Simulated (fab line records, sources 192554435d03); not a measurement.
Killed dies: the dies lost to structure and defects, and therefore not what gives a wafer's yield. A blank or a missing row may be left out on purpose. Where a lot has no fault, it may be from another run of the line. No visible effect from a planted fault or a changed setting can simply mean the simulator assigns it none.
fab line records	flow n5-finfet
[record] lots = 24	wafers = 72	last-day = 17
route steps=1938 shown BEOL_M3@1016 BEOL_M4@1110 BEOL_M5@1116
lots that met no fault: from a run of the same line without faults
start-h: start of the lot's first displayed wafer, in hours after the record's first day	wait-h: time in hours since the lot's previous step	" the same as in the row above	L1.1+2: a single row standing in for several wafers	- value missing, or start not given	* or withheld: withheld	< > ~ a bound
route shown NAME@n: names a module that has steps shown in the file, with the first one's number in the route	usual: the fault-free wafers' mean and standard deviation	same: alike in all rows	chamber/n: place in a boat	sites: readings site by site	_std_site: standard deviation of those values	_edge_site: the outer-site mean with the inner-site mean subtracted	radius-mm: for every site, how far away it sits from the centre of the wafer	mask NAME#n: copy n	behind: the most recent tool/chamber to have shaped the wafer	hold: cause of the lot's hold/its duration in hours/its outcome	device: names the non-switching transistor (n, p or np)	end of line: the same wafers' tests at the end of the route	a step given without rows: its recipe and nothing more	killed: at the first sort, the dies lost to defects and structure; wafer yield is something else	map: a wafer's dies, x killed, . not, _ none there
set.NAME: the setting that was run; set.NAME@STEP: the one run at that earlier step	model.NAME: the simulator's own value behind a step, which no gauge read
steps of the route over a sample of lots; a table a step, a row a wafer
services: a tool's chamber out of use, with start hour (start-h, from the record's first day; less than 0 if before it), hours out, and reason
[[steps]]
[step N5_BEOL_M3_CO_CAP_55]
[recipe] material = Co	target-thk-a = 20	temp-c = 200	precursor = CCTBA/H2	pressure-torr = 30	time-s = 102.1
[usual] heater-power-w = 237/20
lot.wafer	tool	chamber	start-h	wait-h	heater-power-w
L074.2	cvd-co-01	1	160.29	0.0	273
L074.5	"	1	"	"	274
L074.6	"	0	"	"	224
L076.1	cvd-co-01	0	169.70	0.0	220
L076.4	"	1	"	"	282
L076.6	"	2	"	"	218
L075.2	cvd-co-02	0	178.31	0.0	251
L075.5	"	1	"	"	235
L075.6	"	2	"	"	223
L077.1	cvd-co-01	1	181.26	0.0	274
L077.4	"	2	"	"	213
L077.5	"	0	"	"	222
L078.1	cvd-co-02	1	184.07	0.0	233
L078.2	"	0	"	"	253
L078.3	"	2	"	"	223
L080.2	cvd-co-01	0	195.76	0.0	222
L080.4	"	2	"	"	216
L080.5	"	0	"	"	221
L079.2	cvd-co-01	2	199.41	0.0	208
L079.4	"	0	"	"	221
L079.6	"	1	"	"	271
L082.1	cvd-co-02	0	203.81	0.0	254
L082.4	"	2	"	"	221
L082.5	"	0	"	"	253
L081.1	cvd-co-02	2	212.26	0.0	228
L081.4	"	0	"	"	251
L081.5	"	2	"	"	223
L084.1	cvd-co-01	1	215.18	0.0	278
L084.2	"	0	"	"	224
L084.5	"	0	"	"	220
L083.1	cvd-co-01	1	215.42	0.0	273
L083.4	"	0	"	"	223
L083.5	"	2	"	"	209
L085.3	cvd-co-01	0	230.87	0.0	219
L085.4	"	0	"	"	231
L085.5	"	1	"	"	276
L087.1	cvd-co-01	0	243.05	0.0	225
L087.4	"	0	"	"	226
L087.6	"	1	"	"	283
L086.3	cvd-co-02	0	244.53	0.0	251
L086.4	"	0	"	"	253
L086.6	"	2	"	"	228
L088.1	cvd-co-02	2	248.66	0.0	223
L088.4	"	2	"	"	222
L088.5	"	0	"	"	254
L089.2	cvd-co-02	0	251.05	0.0	248
L089.4	"	1	"	"	234
L089.6	"	2	"	"	225
L090.2	cvd-co-01	1	251.52	0.0	270
L090.3	"	2	"	"	213
L090.6	"	0	"	"	224
L091.1	cvd-co-02	2	259.95	0.0	229
L091.3	"	1	"	"	231
L091.6	"	0	"	"	247
L092.2	cvd-co-02	1	263.07	0.0	235
L092.4	"	2	"	"	224
L092.5	"	0	"	"	248
L093.2	cvd-co-02	2	281.44	0.0	224
L093.3	"	1	"	"	232
L093.5	"	2	"	"	220
L095.1	cvd-co-02	1	285.80	0.0	234
L095.3	"	0	"	"	252
L095.6	"	2	"	"	231
L094.1	cvd-co-02	1	287.73	0.0	234
L094.4	"	1	"	"	235
L094.5	"	0	"	"	250
L096.2	cvd-co-01	2	290.85	0.0	216
L096.3	"	1	"	"	278
L096.5	"	2	"	"	215
L097.1	cvd-co-02	2	305.53	0.0	223
L097.2	"	1	"	"	229
L097.3	"	0	"	"	250
[step N5_BEOL_M4_INSPECT_59]
[recipe] inspect-instrument = darkfield	mode = post-dep
[usual] raw-defect-count = 88/31
lot.wafer	tool	chamber	start-h	wait-h	raw-defect-count
L074.2	defect-inspect-02	-	174.87	0.0	100
L074.5	"	-	"	"	46
L074.6	"	-	"	"	86
L076.1	defect-inspect-02	-	177.77	0.0	72
L076.4	"	-	"	"	80
L076.6	"	-	"	"	84
L075.2	defect-inspect-01	-	191.58	0.0	127
L075.5	"	-	"	"	112
L075.6	"	-	"	"	60
L077.1	defect-inspect-01	-	196.05	0.0	55
L077.4	"	-	"	"	64
L077.5	"	-	"	"	111
L078.1	defect-inspect-02	-	199.11	0.0	21
L078.2	"	-	"	"	65
L078.3	"	-	"	"	52
L080.2	defect-inspect-01	-	205.97	0.0	81
L080.4	"	-	"	"	101
L080.5	"	-	"	"	151
L079.2	defect-inspect-02	-	209.01	0.0	75
L079.4	"	-	"	"	92
L079.6	"	-	"	"	103
L082.1	defect-inspect-02	-	213.20	0.0	107
L082.4	"	-	"	"	103
L082.5	"	-	"	"	69
L083.1	defect-inspect-01	-	225.16	0.0	82
L083.4	"	-	"	"	131
L083.5	"	-	"	"	96
L081.1	defect-inspect-01	-	225.68	0.0	64
L081.4	"	-	"	"	78
L081.5	"	-	"	"	36
L084.1	defect-inspect-02	-	226.96	0.0	54
L084.2	"	-	"	"	77
L084.5	"	-	"	"	129
L085.3	defect-inspect-02	-	245.22	0.0	135
L085.4	"	-	"	"	145
L085.5	"	-	"	"	90
L087.1	defect-inspect-02	-	255.84	0.0	71
L087.4	"	-	"	"	33
L087.6	"	-	"	"	52
L086.3	defect-inspect-01	-	256.46	0.0	77
L086.4	"	-	"	"	59
L086.6	"	-	"	"	57
L088.1	defect-inspect-02	-	262.23	0.0	48
L088.4	"	-	"	"	148
L088.5	"	-	"	"	75
L089.2	defect-inspect-01	-	264.17	0.0	119
L089.4	"	-	"	"	92
L089.6	"	-	"	"	84
L090.2	defect-inspect-02	-	264.22	0.0	99
L090.3	"	-	"	"	86
L090.6	"	-	"	"	98
L092.2	defect-inspect-01	-	272.08	0.0	97
L092.4	"	-	"	"	91
L092.5	"	-	"	"	107
L091.1	defect-inspect-01	-	272.26	0.0	71
L091.3	"	-	"	"	51
L091.6	"	-	"	"	45
L093.2	defect-inspect-01	-	293.05	0.0	182
L093.3	"	-	"	"	119
L093.5	"	-	"	"	119
L095.1	defect-inspect-01	-	295.91	0.0	127
L095.3	"	-	"	"	61
L095.6	"	-	"	"	107
L094.1	defect-inspect-01	-	297.31	0.0	150
L094.4	"	-	"	"	89
L094.5	"	-	"	"	108
L096.2	defect-inspect-02	-	298.54	0.0	96
L096.3	"	-	"	"	83
L096.5	"	-	"	"	62
L097.1	defect-inspect-01	-	314.78	0.0	90
L097.2	"	-	"	"	67
L097.3	"	-	"	"	40
[step N5_BEOL_M5_HM_DEP_02]
[recipe] material = TiN	target-thk-a = 200	temp-c = 25	chamber-pressure-pa = 0.49996
[usual] substrate-temp-c = 24.99/0.11	throttle-valve-pct = 30.4/0.87
lot.wafer	tool	chamber	start-h	wait-h	substrate-temp-c	throttle-valve-pct
L074.2	pvd-sputter-03	-	177.24	0.8	25.17	29.7
L074.5	"	-	"	"	25.04	29.3
L074.6	"	-	"	"	25.11	30.7
L076.1	pvd-sputter-02	-	180.34	0.9	25.13	29.2
L076.4	"	-	"	"	25.16	29.7
L076.6	"	-	"	"	25.06	29.0
L075.2	pvd-sputter-01	-	195.04	1.8	25.04	30.5
L075.5	"	-	"	"	25.11	30.9
L075.6	"	-	"	"	25.13	30.6
L077.1	pvd-sputter-03	-	198.17	0.5	25.00	30.5
L077.4	"	-	"	"	25.04	30.7
L077.5	"	-	"	"	24.89	30.6
L078.1	pvd-sputter-02	-	201.39	0.7	25.00	32.7
L078.2	"	-	"	"	25.00	30.9
L078.3	"	-	"	"	25.10	29.4
L080.2	pvd-sputter-02	-	208.60	1.0	24.96	32.5
L080.4	"	-	"	"	25.03	29.5
L080.5	"	-	"	"	24.86	29.3
L079.2	pvd-sputter-01	-	211.95	1.3	25.05	30.7
L079.4	"	-	"	"	25.01	29.9
L079.6	"	-	"	"	24.89	30.4
L082.1	pvd-sputter-01	-	215.29	0.5	25.04	30.6
L082.4	"	-	"	"	24.95	30.5
L082.5	"	-	"	"	24.87	30.6
L083.1	pvd-sputter-02	-	227.49	0.2	24.92	29.5
L083.4	"	-	"	"	25.23	30.9
L083.5	"	-	"	"	24.86	29.6
L081.1	pvd-sputter-02	-	227.59	0.2	24.98	30.9
L081.4	"	-	"	"	25.31	29.3
L081.5	"	-	"	"	25.07	29.5
L084.1	pvd-sputter-01	-	230.71	2.1	24.89	30.7
L084.2	"	-	"	"	25.05	30.6
L084.5	"	-	"	"	24.97	29.5
L085.3	pvd-sputter-02	-	247.71	0.6	24.97	31.2
L085.4	"	-	"	"	24.85	29.4
L085.5	"	-	"	"	24.91	32.5
L087.1	pvd-sputter-01	-	258.53	1.1	25.02	29.6
L087.4	"	-	"	"	24.93	30.7
L087.6	"	-	"	"	25.12	30.6
L086.3	pvd-sputter-01	-	258.63	0.6	24.97	29.4
L086.4	"	-	"	"	25.09	30.8
L086.6	"	-	"	"	24.87	30.5
L088.1	pvd-sputter-01	-	266.43	2.6	25.21	30.6
L088.4	"	-	"	"	25.00	30.7
L088.5	"	-	"	"	25.04	30.5
L089.2	pvd-sputter-01	-	267.19	1.4	25.01	30.7
L089.4	"	-	"	"	25.08	29.3
L089.6	"	-	"	"	24.96	30.8
L090.2	pvd-sputter-01	-	267.29	1.5	25.10	30.7
L090.3	"	-	"	"	25.02	30.4
L090.6	"	-	"	"	24.93	30.3
L092.2	pvd-sputter-01	-	276.75	3.1	24.85	30.5
L092.4	"	-	"	"	24.91	29.4
L092.5	"	-	"	"	25.17	30.7
L091.1	pvd-sputter-01	-	276.85	3.0	25.20	29.7
L091.3	"	-	"	"	24.88	30.7
L091.6	"	-	"	"	24.98	29.6
L093.2	pvd-sputter-03	-	295.25	0.4	25.02	29.5
L093.3	"	-	"	"	25.01	30.9
L093.5	"	-	"	"	24.82	30.6
L095.1	pvd-sputter-03	-	298.61	1.1	25.11	29.8
L095.3	"	-	"	"	24.85	30.7
L095.6	"	-	"	"	25.07	29.7
L094.1	pvd-sputter-03	-	300.11	0.7	25.05	29.7
L094.4	"	-	"	"	24.89	30.2
L094.5	"	-	"	"	25.12	30.8
L096.2	pvd-sputter-02	-	300.66	0.4	25.04	29.2
L096.3	"	-	"	"	25.03	32.8
L096.5	"	-	"	"	25.13	29.4
L097.1	pvd-sputter-02	-	317.19	0.3	24.91	29.2
L097.2	"	-	"	"	24.84	29.1
L097.3	"	-	"	"	24.86	32.4
[step N5_BEOL_M5_CD_MEAS_11]
[recipe] target-cd-nm = 27.74	landing-energy-ev = 500	detector = se-inlens
[usual] cd-nm = 28.07/0.27
lot.wafer	tool	chamber	start-h	wait-h	cd-nm
L074.2	cd-sem-01	0	177.63	-	27.91
L074.5	"	0	"	"	28.22
L074.6	"	0	"	"	28.14
L076.1	cd-sem-02	0	180.73	-	28.07
L076.4	"	0	"	"	28.47
L076.6	"	0	"	"	28.16
L075.2	cd-sem-03	0	195.56	-	27.83
L075.5	"	0	"	"	27.89
L075.6	"	0	"	"	27.97
L077.1	cd-sem-02	0	198.69	-	28.57
L077.4	"	0	"	"	27.97
L077.5	"	0	"	"	28.46
L078.1	cd-sem-01	0	201.78	-	28.31
L078.2	"	0	"	"	28.08
L078.3	"	0	"	"	28.05
L080.2	cd-sem-02	0	209.11	-	28.04
L080.4	"	0	"	"	28.23
L080.5	"	0	"	"	28.79
L079.2	cd-sem-02	0	212.46	-	28.51
L079.4	"	0	"	"	27.89
L079.6	"	0	"	"	27.96
L082.1	cd-sem-01	0	215.68	-	28.02
L082.4	"	0	"	"	28.25
L082.5	"	0	"	"	28.33
L083.1	cd-sem-01	0	227.88	-	28.18
L083.4	"	0	"	"	28.22
L083.5	"	0	"	"	28.16
L081.1	cd-sem-03	0	228.11	-	28.73
L081.4	"	0	"	"	28.35
L081.5	"	0	"	"	28.01
L084.1	cd-sem-01	0	231.22	-	27.92
L084.2	"	0	"	"	28.25
L084.5	"	0	"	"	27.79
L085.3	cd-sem-02	0	248.10	-	28.13
L085.4	"	0	"	"	28.23
L085.5	"	0	"	"	28.00
L087.1	cd-sem-03	0	258.92	-	27.67
L087.4	"	0	"	"	27.72
L087.6	"	0	"	"	27.88
L086.3	cd-sem-03	0	259.15	-	27.74
L086.4	"	0	"	"	27.59
L086.6	"	0	"	"	28.37
L088.1	cd-sem-01	0	266.82	-	28.43
L088.4	"	0	"	"	27.92
L088.5	"	0	"	"	28.24
L089.2	cd-sem-02	0	267.58	-	28.20
L089.4	"	0	"	"	27.72
L089.6	"	0	"	"	28.61
L090.2	cd-sem-02	0	267.81	-	28.16
L090.3	"	0	"	"	27.94
L090.6	"	0	"	"	27.87
L092.2	cd-sem-01	0	277.14	-	27.95
L092.4	"	0	"	"	27.83
L092.5	"	0	"	"	27.60
L091.1	cd-sem-03	0	277.38	-	27.63
L091.3	"	0	"	"	28.33
L091.6	"	0	"	"	28.01
L093.2	cd-sem-01	0	295.64	-	28.11
L093.3	"	0	"	"	27.47
L093.5	"	0	"	"	28.02
L095.1	cd-sem-02	0	299.16	-	27.80
L095.3	"	0	"	"	27.53
L095.6	"	0	"	"	28.10
L094.1	cd-sem-02	0	300.50	-	28.22
L094.4	"	0	"	"	28.22
L094.5	"	0	"	"	28.06
L096.2	cd-sem-03	0	301.17	-	27.80
L096.3	"	0	"	"	27.80
L096.5	"	0	"	"	28.09
L097.1	cd-sem-03	0	317.71	-	28.26
L097.2	"	0	"	"	28.23
L097.3	"	0	"	"	27.77
[step N5_BEOL_M5_DESCUM_16]
[recipe] chemistry = O2	time-s = 7	source-power-w = 50	bias-power-w = 20	pressure-mtorr = 20	rf-frequency-hz = 2.712e+07	temp-c = 40	resist = CAR-EUV	o2-flow-sccm = 225
[usual] drypump-motor-current-A = 5.8/0.34	oes-product-au = 0.77/0.066	rf-vpp-V = 242.4/1.6	showerhead-plenum-p-Torr = 2.05/0.082	temp-c = 39.97/0.11	throttle-valve-pct = 20.5/0.44
lot.wafer	tool	chamber	start-h	wait-h	drypump-motor-current-A	oes-product-au	rf-hours-counter-h	rf-vpp-V	showerhead-plenum-p-Torr	temp-c	throttle-valve-pct
L074.2	rie-diel-05	0	177.77	0.0	5.5	0.89	57	242.0	2.05	39.92	20.1
L074.5	"	2	"	"	6.0	0.75	-	240.8	1.92	39.94	20.0
L074.6	"	1	"	"	5.5	0.73	-	241.5	2.03	40.15	21.3
L076.1	rie-diel-05	3	181.17	0.3	5.9	0.77	150	245.2	2.16	39.90	20.6
L076.4	"	0	"	"	5.5	0.88	58	242.4	2.05	40.06	20.1
L076.6	"	0	"	"	5.5	0.87	-	241.9	2.05	40.06	20.1
L075.2	rie-diel-02	0	196.00	0.4	5.2	0.73	159	243.2	2.09	39.92	20.5
L075.5	"	2	"	"	5.7	0.83	-	244.9	2.19	39.90	20.3
L075.6	"	1	"	"	6.0	0.68	-	242.1	2.01	40.08	20.6
L077.1	rie-diel-06	1	198.81	0.0	5.7	0.71	221	240.8	1.98	39.90	20.8
L077.4	"	2	"	"	5.6	0.76	155	245.0	2.17	40.02	20.1
L077.5	"	0	"	"	6.3	0.88	-	244.2	2.14	40.12	20.5
L078.1	rie-diel-06	3	201.91	0.0	6.5	0.91	17	241.1	2.07	39.85	20.0
L078.2	"	2	"	"	5.6	0.76	156	244.3	2.17	39.88	20.1
L078.3	"	1	"	"	5.7	0.71	222	241.2	1.98	39.99	20.8
L080.2	rie-diel-06	3	209.24	0.0	6.5	0.90	19	243.1	2.07	40.00	20.0
L080.4	"	0	"	"	6.3	0.87	55	243.6	2.14	39.79	20.5
L080.5	"	1	"	"	5.7	0.71	-	241.6	1.98	39.95	20.8
L079.2	rie-diel-06	0	212.59	0.0	6.3	0.88	56	242.9	2.14	39.92	20.5
L079.4	"	2	"	"	5.6	0.75	159	244.9	2.17	40.01	20.1
L079.6	"	2	"	"	5.6	0.76	-	242.8	2.17	39.92	20.1
L082.1	rie-diel-02	2	215.80	0.0	5.7	0.83	75	245.4	2.18	40.05	20.4
L082.4	"	1	"	"	6.0	0.68	209	242.2	2.00	39.91	20.6
L082.5	"	1	"	"	6.0	0.69	-	241.5	2.01	39.91	20.6
L083.1	rie-diel-06	3	228.02	0.0	6.5	0.90	24	241.8	2.06	39.68	20.0
L083.4	"	2	"	"	5.6	0.75	163	244.0	2.16	39.85	20.1
L083.5	"	1	"	"	5.8	0.72	-	242.6	1.98	39.99	20.8
L081.1	rie-diel-05	1	228.24	0.0	5.5	0.71	218	242.9	2.02	40.05	21.3
L081.4	"	0	"	"	5.5	0.86	72	241.4	2.04	39.88	20.1
L081.5	"	0	"	"	5.5	0.86	-	240.4	2.04	39.87	20.1
L084.1	rie-diel-05	0	231.35	0.0	5.5	0.84	73	242.2	2.04	39.67	20.1
L084.2	"	3	"	"	5.9	0.77	164	243.7	2.15	40.01	20.6
L084.5	"	1	"	"	5.5	0.71	-	241.1	2.02	39.90	21.3
L085.3	rie-diel-05	1	248.22	0.0	5.5	0.70	224	243.4	2.02	40.17	21.3
L085.4	"	3	"	"	5.9	0.76	168	244.0	2.15	39.94	20.6
L085.5	"	1	"	"	5.5	0.70	-	241.2	2.02	40.00	21.3
L087.1	rie-diel-06	1	259.74	0.7	5.7	0.71	239	242.0	1.98	39.91	20.8
L087.4	"	2	"	"	5.6	0.75	173	244.3	2.16	40.06	20.1
L087.6	"	2	"	"	5.6	0.75	-	245.2	2.16	40.05	20.1
L086.3	rie-diel-05	2	260.03	0.8	6.0	0.74	156	240.9	1.92	40.07	20.1
L086.4	"	0	"	"	5.5	0.85	82	241.4	2.04	39.85	20.1
L086.6	"	0	"	"	5.5	0.85	-	241.1	2.04	39.97	20.1
L088.1	rie-diel-05	2	267.30	0.4	6.0	0.73	160	240.2	1.92	40.03	20.1
L088.4	"	2	"	"	6.0	0.73	-	240.5	1.91	40.05	20.1
L088.5	"	3	"	"	6.0	0.76	-	244.6	2.15	39.77	20.6
L089.2	rie-diel-05	1	269.12	1.5	5.5	0.71	232	241.1	2.02	40.12	21.3
L089.4	"	1	"	"	5.5	0.70	-	242.4	2.02	40.00	21.3
L089.6	"	3	"	"	6.0	0.76	-	244.1	2.15	40.08	20.6
L090.2	rie-diel-05	2	269.39	1.5	6.0	0.73	161	241.5	1.91	40.07	20.1
L090.3	"	1	"	"	5.5	0.71	232	241.7	2.02	40.12	21.3
L090.6	"	3	"	"	6.0	0.76	-	243.6	2.15	39.90	20.6
L092.2	rie-diel-05	2	277.39	0.2	6.0	0.72	165	240.8	1.91	39.91	20.1
L092.4	"	3	"	"	5.9	0.75	-	244.8	2.14	40.07	20.6
L092.5	"	1	"	"	5.4	0.70	-	241.0	2.02	40.04	21.3
L091.1	rie-diel-05	1	277.61	0.1	5.4	0.70	236	241.7	2.02	40.15	21.3
L091.3	"	3	"	"	5.9	0.75	181	244.7	2.14	39.84	20.6
L091.6	"	3	"	"	5.9	0.75	-	244.2	2.14	39.92	20.6
L093.2	rie-diel-05	0	296.12	0.4	5.5	0.85	86	240.8	2.04	39.64	20.1
L093.3	"	1	"	"	5.5	0.70	242	243.0	2.02	39.92	21.3
L093.5	"	0	"	"	5.5	0.84	-	241.6	2.04	39.91	20.1
L095.1	rie-diel-06	0	299.67	0.4	6.3	0.83	86	243.6	2.12	39.90	20.6
L095.3	"	2	"	"	5.6	0.72	186	244.1	2.16	39.87	20.1
L095.6	"	0	"	"	6.3	0.82	-	243.1	2.12	40.13	20.6
L094.1	rie-diel-02	1	300.70	0.1	6.0	0.67	237	240.5	2.00	40.09	20.7
L094.4	"	0	"	"	5.2	0.74	-	244.1	2.08	39.97	20.6
L094.5	"	1	"	"	6.0	0.66	-	241.7	2.00	39.89	20.6
L096.2	rie-diel-02	1	301.55	0.3	6.0	0.66	238	240.6	2.00	40.09	20.7
L096.3	"	3	"	"	6.2	0.79	114	240.6	2.00	40.03	20.1
L096.5	"	3	"	"	6.2	0.80	-	242.1	2.00	40.02	20.1
L097.1	rie-diel-05	2	317.99	0.2	6.0	0.72	176	238.7	1.91	40.06	20.1
L097.2	"	0	"	"	5.5	0.84	94	242.5	2.03	40.00	20.1
L097.3	"	1	"	"	5.4	0.69	248	242.0	2.01	40.21	21.3
[step N5_BEOL_M5_ETCH_72]
[recipe] chemistry = N2/H2	target = underlayer	target-depth-a = 65	mask-material = CAR-EUV	time-s = 5.2	ion-energy-ev = 200	pressure-mtorr = 30	source-w = 840	bias-w = 150	n2-flow-sccm = 200	h2-flow-sccm = 200	ends = cleared
[usual] drypump-motor-current-A = 5.8/0.34	etch-rf-on-time-s = 5.13/0.23	n2-flow-sccm = 200.0/0.61	oes-product-au = 0.66/0.063	rf-vpp-V = 523/3.1	showerhead-plenum-p-Torr = 2.48/0.11	throttle-valve-pct = 17.9/0.35
lot.wafer	tool	chamber	start-h	wait-h	drypump-motor-current-A	etch-rf-on-time-s	n2-flow-sccm	oes-product-au	rf-hours-counter-h	rf-vpp-V	showerhead-plenum-p-Torr	throttle-valve-pct
L074.2	rie-diel-05	0	177.80	0.0	5.5	4.77	199.9	0.78	57	524	2.47	17.4
L074.5	"	2	"	"	6.0	5.14	199.4	0.66	-	518	2.35	17.6
L074.6	"	1	"	"	5.5	4.84	199.6	0.62	-	521	2.41	18.4
L076.1	rie-diel-05	3	181.20	0.0	5.9	5.43	200.7	0.65	150	525	2.65	18.2
L076.4	"	0	"	"	5.5	4.78	199.1	0.77	58	523	2.47	17.4
L076.6	"	0	"	"	5.5	4.81	199.2	0.77	-	524	2.47	17.4
L075.2	rie-diel-02	0	196.04	0.0	5.2	5.20	201.1	0.64	159	525	2.52	17.7
L075.5	"	2	"	"	5.7	5.22	199.6	0.71	-	529	2.70	18.0
L075.6	"	1	"	"	6.0	4.88	199.0	0.62	-	520	2.38	17.8
L077.1	rie-diel-06	1	198.84	0.0	5.8	5.27	200.3	0.61	221	520	2.41	18.1
L077.4	"	2	"	"	5.6	5.26	199.7	0.63	155	527	2.66	17.9
L077.5	"	0	"	"	6.3	5.43	199.4	0.73	-	526	2.58	17.8
L078.1	rie-diel-06	3	201.95	0.0	6.4	4.98	199.9	0.81	17	522	2.50	17.4
L078.2	"	2	"	"	5.6	5.25	199.9	0.63	156	528	2.66	17.9
L078.3	"	1	"	"	5.8	5.26	200.1	0.60	222	520	2.41	18.1
L080.2	rie-diel-06	3	209.27	0.0	6.5	4.96	200.5	0.81	19	522	2.50	17.3
L080.4	"	0	"	"	6.3	5.48	200.5	0.73	55	524	2.58	17.8
L080.5	"	1	"	"	5.7	5.22	200.1	0.61	-	521	2.40	18.1
L079.2	rie-diel-06	0	212.62	0.0	6.3	5.45	199.3	0.73	56	523	2.58	17.8
L079.4	"	2	"	"	5.6	5.28	200.2	0.64	159	525	2.66	17.9
L079.6	"	2	"	"	5.6	5.31	199.9	0.62	-	525	2.66	17.9
L082.1	rie-diel-02	2	215.84	0.0	5.7	5.16	200.0	0.71	75	529	2.70	18.0
L082.4	"	1	"	"	6.0	4.88	200.2	0.60	209	521	2.38	17.7
L082.5	"	1	"	"	6.0	4.88	199.8	0.61	-	519	2.38	17.8
L083.1	rie-diel-06	3	228.05	0.0	6.5	5.01	200.6	0.79	24	524	2.50	17.4
L083.4	"	2	"	"	5.6	5.30	200.6	0.62	163	526	2.66	17.9
L083.5	"	1	"	"	5.8	5.23	200.4	0.60	-	518	2.40	18.1
L081.1	rie-diel-05	1	228.27	0.0	5.5	4.92	199.2	0.61	218	523	2.41	18.4
L081.4	"	0	"	"	5.5	4.95	200.7	0.75	72	522	2.46	17.4
L081.5	"	0	"	"	5.5	4.97	200.6	0.75	-	524	2.46	17.4
L084.1	rie-diel-05	0	231.38	0.0	5.5	4.89	199.6	0.75	73	526	2.46	17.4
L084.2	"	3	"	"	5.9	5.42	199.1	0.64	164	526	2.65	18.2
L084.5	"	1	"	"	5.5	4.95	200.7	0.61	-	521	2.41	18.4
L085.3	rie-diel-05	1	248.26	0.0	5.5	4.89	199.6	0.61	224	521	2.40	18.4
L085.4	"	3	"	"	6.0	5.44	200.5	0.63	168	526	2.64	18.2
L085.5	"	1	"	"	5.5	4.91	200.5	0.60	-	522	2.41	18.4
L087.1	rie-diel-06	1	259.77	0.0	5.8	5.27	200.6	0.59	239	520	2.40	18.2
L087.4	"	2	"	"	5.6	5.35	200.5	0.62	173	527	2.66	17.9
L087.6	"	2	"	"	5.6	5.34	199.8	0.61	-	527	2.66	17.9
L086.3	rie-diel-05	2	260.06	0.0	6.0	5.24	199.2	0.65	156	518	2.34	17.6
L086.4	"	0	"	"	5.5	4.85	201.3	0.76	82	521	2.46	17.4
L086.6	"	0	"	"	5.5	4.85	200.9	0.75	-	523	2.46	17.4
L088.1	rie-diel-05	2	267.34	0.0	6.0	5.26	200.1	0.62	160	520	2.34	17.7
L088.4	"	2	"	"	6.0	5.20	200.3	0.62	-	519	2.34	17.7
L088.5	"	3	"	"	5.9	5.43	200.0	0.62	-	528	2.64	18.2
L089.2	rie-diel-05	1	269.16	0.0	5.5	4.91	200.7	0.61	232	521	2.40	18.5
L089.4	"	1	"	"	5.5	4.92	199.8	0.61	-	520	2.40	18.4
L089.6	"	3	"	"	6.0	5.55	200.7	0.62	-	527	2.64	18.2
L090.2	rie-diel-05	2	269.42	0.0	6.0	5.20	199.6	0.63	161	516	2.34	17.6
L090.3	"	1	"	"	5.5	4.89	200.3	0.61	232	519	2.40	18.4
L090.6	"	3	"	"	5.9	5.43	200.4	0.63	-	526	2.64	18.2
L092.2	rie-diel-05	2	277.42	0.0	6.0	5.21	199.7	0.63	165	520	2.34	17.7
L092.4	"	3	"	"	6.0	5.41	200.3	0.62	-	523	2.64	18.2
L092.5	"	1	"	"	5.5	4.85	200.2	0.60	-	521	2.40	18.5
L091.1	rie-diel-05	1	277.65	0.0	5.5	4.91	199.8	0.60	236	521	2.40	18.4
L091.3	"	3	"	"	5.9	5.50	199.4	0.62	181	527	2.64	18.2
L091.6	"	3	"	"	5.9	5.49	199.4	0.62	-	527	2.64	18.2
L093.2	rie-diel-05	0	296.15	0.0	5.5	4.79	200.4	0.75	86	522	2.46	17.4
L093.3	"	1	"	"	5.5	4.80	199.7	0.61	242	520	2.40	18.4
L093.5	"	0	"	"	5.5	4.76	200.1	0.75	-	523	2.46	17.4
L095.1	rie-diel-06	0	299.70	0.0	6.3	5.51	198.8	0.68	86	525	2.56	17.9
L095.3	"	2	"	"	5.6	5.40	200.5	0.61	186	525	2.65	17.9
L095.6	"	0	"	"	6.3	5.47	199.8	0.68	-	525	2.56	17.9
L094.1	rie-diel-02	1	300.74	0.0	6.0	4.90	199.7	0.59	237	520	2.37	17.8
L094.4	"	0	"	"	5.3	5.11	200.3	0.62	-	523	2.51	17.8
L094.5	"	1	"	"	6.0	4.91	199.2	0.59	-	520	2.37	17.8
L096.2	rie-diel-02	1	301.59	0.0	6.0	4.90	201.4	0.59	238	521	2.37	17.8
L096.3	"	3	"	"	6.2	4.99	199.4	0.69	114	520	2.43	17.7
L096.5	"	3	"	"	6.2	4.89	199.3	0.70	-	521	2.43	17.6
L097.1	rie-diel-05	2	318.03	0.0	6.0	5.20	199.7	0.62	176	518	2.33	17.7
L097.2	"	0	"	"	5.5	4.82	200.4	0.74	94	523	2.45	17.4
L097.3	"	1	"	"	5.5	4.88	199.6	0.60	248	522	2.39	18.5
[[services]]
tool	chamber	start-h	hours	kind
pvd-sputter-01	-	163.99	2.8	repair
cvd-co-02	-	189.79	0.3	repair
rie-diel-02	3	192.97	4.2	repair
cvd-co-02	-	214.59	2.8	pm
rie-diel-02	2	230.43	75.0	repair
rie-diel-02	-	257.21	15.6	pm
rie-diel-05	0	261.54	19.9	repair
rie-diel-06	2	264.89	6.7	repair
cvd-co-01	-	265.04	2.8	pm
rie-diel-02	0	278.05	4.4	repair
rie-diel-06	1	287.76	-	clean
rie-diel-06	1	287.76	-	consumable-replace:focus-ring
rie-diel-06	1	287.76	-	consumable-replace:showerhead
rie-diel-06	1	287.76	16.5	scheduled-down
rie-diel-06	1	287.76	16.5	vent-cycle
rie-diel-05	-	298.29	4.3	pm
rie-diel-06	2	307.35	1.8	repair
rie-diel-06	2	309.34	9.4	repair
[[key]]
fault none
